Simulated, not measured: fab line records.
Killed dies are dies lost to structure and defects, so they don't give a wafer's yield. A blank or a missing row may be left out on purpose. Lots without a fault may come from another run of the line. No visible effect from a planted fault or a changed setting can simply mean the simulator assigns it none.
Split-lot experiment || flow n5-finfet || route with 1938 steps; 7 lots, 39 wafers read

== THE SPLIT ==
At N5_FIN_SAQP_HM_DEP_72 (deposits SiO2 from SiH4/N2O, target thk 12 nm, time 7.2 s), the setting time-s was moved away from the recipe's 7.2 s on 15 of the 39 wafers read, by -8.4% to +10.9%. For the rest of the wafers, this setting stayed at what the recipe calls for.

== FROM THE SPLIT TO THE READING: what the file shows between them, 4 steps ==
- N5_FIN_SAQP_COAT_49: time 60 s, resist thk 100 nm
- N5_FIN_SAQP_COAT_50: time 60 s, resist thk 35 nm
- N5_FIN_SAQP_ETCH_52: etches SOC in N2/H2, target depth 100 nm, overetch 20 nm, time 150 s
- N5_FIN_SAQP_STRIP_53: strips in N2/H2

== THE READING ==
etch.depth-nm (the simulator's own value, which no gauge read), in nm, at N5_FIN_SAQP_HM_OPEN_73 (chemistry CHF3/O2, target SiO2, stops on a-Si, target depth 12 nm, time 16.8 s). No usual value for it is given in the file. Average 11.97 nm, standard deviation 0.19 nm, over the 24 wafers here run with the recipe.

{"wafer": "L079.1", "tool, chamber at the split": "pecvd-04, 1", "time-s as run, s": 7.2, "against the recipe": "recipe", "etch.depth-nm, nm": 11.97, "against lot-mates on the recipe": "-"}
{"wafer": "L079.2", "tool, chamber at the split": "pecvd-04, 0", "time-s as run, s": 7.896, "against the recipe": "+9.7%", "etch.depth-nm, nm": 12.81, "against lot-mates on the recipe": "+0.93"}
{"wafer": "L079.3", "tool, chamber at the split": "pecvd-04, 2", "time-s as run, s": 7.2, "against the recipe": "recipe", "etch.depth-nm, nm": 11.82, "against lot-mates on the recipe": "-"}
{"wafer": "L079.4", "tool, chamber at the split": "pecvd-04, 1", "time-s as run, s": 7.896, "against the recipe": "+9.7%", "etch.depth-nm, nm": 13.27, "against lot-mates on the recipe": "+1.39"}
{"wafer": "L079.5", "tool, chamber at the split": "pecvd-04, 0", "time-s as run, s": 7.2, "against the recipe": "recipe", "etch.depth-nm, nm": 11.84, "against lot-mates on the recipe": "-"}
{"wafer": "L079.6", "tool, chamber at the split": "pecvd-04, 2", "time-s as run, s": 7.896, "against the recipe": "+9.7%", "etch.depth-nm, nm": 13.22, "against lot-mates on the recipe": "+1.34"}
{"wafer": "L080.1", "tool, chamber at the split": "pecvd-02, 2", "time-s as run, s": 7.2, "against the recipe": "recipe", "etch.depth-nm, nm": 11.91, "against lot-mates on the recipe": "-"}
{"wafer": "L080.2", "tool, chamber at the split": "pecvd-02, 0,1", "time-s as run, s": 7.2, "against the recipe": "recipe", "etch.depth-nm, nm": 12.05, "against lot-mates on the recipe": "-"}
{"wafer": "L080.3", "tool, chamber at the split": "pecvd-02, 0,1", "time-s as run, s": 7.2, "against the recipe": "recipe", "etch.depth-nm, nm": 12.05, "against lot-mates on the recipe": "-"}
{"wafer": "L080.4", "tool, chamber at the split": "pecvd-02, 2", "time-s as run, s": 7.2, "against the recipe": "recipe", "etch.depth-nm, nm": 12.28, "against lot-mates on the recipe": "-"}
{"wafer": "L080.5", "tool, chamber at the split": "pecvd-02, 0", "time-s as run, s": 7.2, "against the recipe": "recipe", "etch.depth-nm, nm": 12.14, "against lot-mates on the recipe": "-"}
{"wafer": "L080.6", "tool, chamber at the split": "pecvd-02, 1", "time-s as run, s": 7.2, "against the recipe": "recipe", "etch.depth-nm, nm": 12.3, "against lot-mates on the recipe": "-"}
{"wafer": "L081.1", "tool, chamber at the split": "pecvd-02, 1", "time-s as run, s": 7.2, "against the recipe": "recipe", "etch.depth-nm, nm": 11.88, "against lot-mates on the recipe": "-"}
{"wafer": "L081.2", "tool, chamber at the split": "pecvd-02, 0", "time-s as run, s": 7.2, "against the recipe": "recipe", "etch.depth-nm, nm": 11.6, "against lot-mates on the recipe": "-"}
{"wafer": "L081.3", "tool, chamber at the split": "pecvd-02, 2", "time-s as run, s": 6.592, "against the recipe": "-8.4%", "etch.depth-nm, nm": 10.8, "against lot-mates on the recipe": -0.97}
{"wafer": "L081.4", "tool, chamber at the split": "pecvd-02, 1", "time-s as run, s": 6.592, "against the recipe": "-8.4%", "etch.depth-nm, nm": 10.94, "against lot-mates on the recipe": -0.83}
{"wafer": "L081.5", "tool, chamber at the split": "pecvd-02, 0", "time-s as run, s": 7.2, "against the recipe": "recipe", "etch.depth-nm, nm": 11.83, "against lot-mates on the recipe": "-"}
{"wafer": "L081.6", "tool, chamber at the split": "pecvd-02, 2", "time-s as run, s": 6.592, "against the recipe": "-8.4%", "etch.depth-nm, nm": 10.92, "against lot-mates on the recipe": -0.85}
{"wafer": "L085.1", "tool, chamber at the split": "pecvd-04, 1", "time-s as run, s": 7.779, "against the recipe": "+8.0%", "etch.depth-nm, nm": 12.96, "against lot-mates on the recipe": "+0.89"}
{"wafer": "L085.2", "tool, chamber at the split": "pecvd-04, 2", "time-s as run, s": 7.2, "against the recipe": "recipe", "etch.depth-nm, nm": 11.88, "against lot-mates on the recipe": "-"}
{"wafer": "L085.3", "tool, chamber at the split": "pecvd-04, 0", "time-s as run, s": 7.779, "against the recipe": "+8.0%", "etch.depth-nm, nm": 12.71, "against lot-mates on the recipe": "+0.64"}
{"wafer": "L085.4", "tool, chamber at the split": "pecvd-04, 2", "time-s as run, s": 7.779, "against the recipe": "+8.0%", "etch.depth-nm, nm": 12.97, "against lot-mates on the recipe": "+0.90"}
{"wafer": "L085.5", "tool, chamber at the split": "pecvd-04, 0", "time-s as run, s": 7.2, "against the recipe": "recipe", "etch.depth-nm, nm": 12.02, "against lot-mates on the recipe": "-"}
{"wafer": "L085.6", "tool, chamber at the split": "pecvd-04, 1", "time-s as run, s": 7.2, "against the recipe": "recipe", "etch.depth-nm, nm": 12.31, "against lot-mates on the recipe": "-"}
{"wafer": "L087.1", "tool, chamber at the split": "pecvd-04, 1", "time-s as run, s": 7.2, "against the recipe": "recipe", "etch.depth-nm, nm": 11.96, "against lot-mates on the recipe": "-"}
{"wafer": "L087.2", "tool, chamber at the split": "pecvd-04, 0", "time-s as run, s": 7.988, "against the recipe": "+10.9%", "etch.depth-nm, nm": 13.26, "against lot-mates on the recipe": "+1.27"}
{"wafer": "L087.5", "tool, chamber at the split": "pecvd-04, 0", "time-s as run, s": 7.988, "against the recipe": "+10.9%", "etch.depth-nm, nm": 13.26, "against lot-mates on the recipe": "+1.27"}
{"wafer": "L087.3", "tool, chamber at the split": "pecvd-04, 2", "time-s as run, s": 7.2, "against the recipe": "recipe", "etch.depth-nm, nm": 11.82, "against lot-mates on the recipe": "-"}
{"wafer": "L087.4", "tool, chamber at the split": "pecvd-04, 1", "time-s as run, s": 7.2, "against the recipe": "recipe", "etch.depth-nm, nm": 12.18, "against lot-mates on the recipe": "-"}
{"wafer": "L087.6", "tool, chamber at the split": "pecvd-04, 2", "time-s as run, s": 7.988, "against the recipe": "+10.9%", "etch.depth-nm, nm": 13.51, "against lot-mates on the recipe": "+1.52"}
{"wafer": "L091.3", "tool, chamber at the split": "pecvd-01, 1", "time-s as run, s": 7.2, "against the recipe": "recipe", "etch.depth-nm, nm": 11.8, "against lot-mates on the recipe": "-"}
{"wafer": "L091.5", "tool, chamber at the split": "pecvd-01, 1", "time-s as run, s": 7.2, "against the recipe": "recipe", "etch.depth-nm, nm": 12.06, "against lot-mates on the recipe": "-"}
{"wafer": "L091.6", "tool, chamber at the split": "pecvd-01, 0", "time-s as run, s": 7.2, "against the recipe": "recipe", "etch.depth-nm, nm": 12.1, "against lot-mates on the recipe": "-"}
{"wafer": "L097.1", "tool, chamber at the split": "pecvd-04, 0", "time-s as run, s": 7.2, "against the recipe": "recipe", "etch.depth-nm, nm": 11.65, "against lot-mates on the recipe": "-"}
{"wafer": "L097.2", "tool, chamber at the split": "pecvd-04, 2", "time-s as run, s": 6.882, "against the recipe": "-4.4%", "etch.depth-nm, nm": 11.18, "against lot-mates on the recipe": -0.65}
{"wafer": "L097.3", "tool, chamber at the split": "pecvd-04, 1", "time-s as run, s": 6.882, "against the recipe": "-4.4%", "etch.depth-nm, nm": 11.09, "against lot-mates on the recipe": -0.74}
{"wafer": "L097.4", "tool, chamber at the split": "pecvd-04, 2", "time-s as run, s": 6.882, "against the recipe": "-4.4%", "etch.depth-nm, nm": 11.35, "against lot-mates on the recipe": -0.48}
{"wafer": "L097.5", "tool, chamber at the split": "pecvd-04, 0", "time-s as run, s": 7.2, "against the recipe": "recipe", "etch.depth-nm, nm": 11.83, "against lot-mates on the recipe": "-"}
{"wafer": "L097.6", "tool, chamber at the split": "pecvd-04, 1", "time-s as run, s": 7.2, "against the recipe": "recipe", "etch.depth-nm, nm": 12.01, "against lot-mates on the recipe": "-"}
Rows listing several chambers each stand for several wafers; the file does not say which wafer went through which chamber.

FIT RESULTS
A straight line over all 39 wafers: etch.depth-nm changes by +0.126 nm for each +1% of time-s; r = +0.96; the points scatter about the line by 0.18 nm.
The same after taking each lot's own level away (the mean of its wafers on the recipe; 39 wafers): +0.118 nm for each +1%; r = +0.97; scatter 0.15 nm.
According to that fit, moving time-s by its largest amount changes the reading by 1.3 nm.
Measured against the standard deviation above, the lots' own levels, which go from 11.770 to 12.122 nm, span 1.9 times it.
The two slopes are in agreement: the lot-to-lot level therefore moves the slope only a little.
Check: for one of the wafers moved furthest among these (+10.9%), held out of the fit, the line's prediction against its lot-mates is +1.29 nm. It came out at +1.27 nm against them.

== ADDITIONAL SPLITS CARRIED BY THESE WAFERS ==
Other splits were also applied to these wafers ahead of the reading. Each is held against what the fit with the lots' levels taken away leaves over:
{"other split on the same wafers": "N5_WELL_APT_EXPOSE_22 dose-mj", "wafers away from the commonest value": 15, "r with etch.depth-nm (lot level and that fit taken away)": -0.21}
{"other split on the same wafers": "N5_PMOS_HMC_CHANNEL_EPI_EPI_20 temp-c", "wafers away from the commonest value": 12, "r with etch.depth-nm (lot level and that fit taken away)": "+0.01"}

== THE WHOLE CHAIN: every reading that the file lists as answering this split, in the file's order ==
{"step": "N5_FIN_SAQP_HM_DEP_72", "what it does": "deposits SiO2 from SiH4/N2O, target thk 12 nm, time 7.2 s", "reading": "SiO2_of_FIN_SAQP_HM_DEP_72.thk-nm (the simulator's own value, which no gauge read)", "change (the file's fit)": "+0.118 nm for each +1% of the setting", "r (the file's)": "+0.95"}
{"step": "N5_FIN_SAQP_HM_OPEN_73", "what it does": "chemistry CHF3/O2, target SiO2, stops on a-Si, target depth 12 nm, time 16.8 s", "reading": "etch.depth-nm (the simulator's own value, which no gauge read)", "change (the file's fit)": "+0.118 nm for each +1% of the setting", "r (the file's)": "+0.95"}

== FILE'S OWN FIT ==
etch.depth-nm changes by +0.118 nm for each +1% of time-s, r = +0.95.
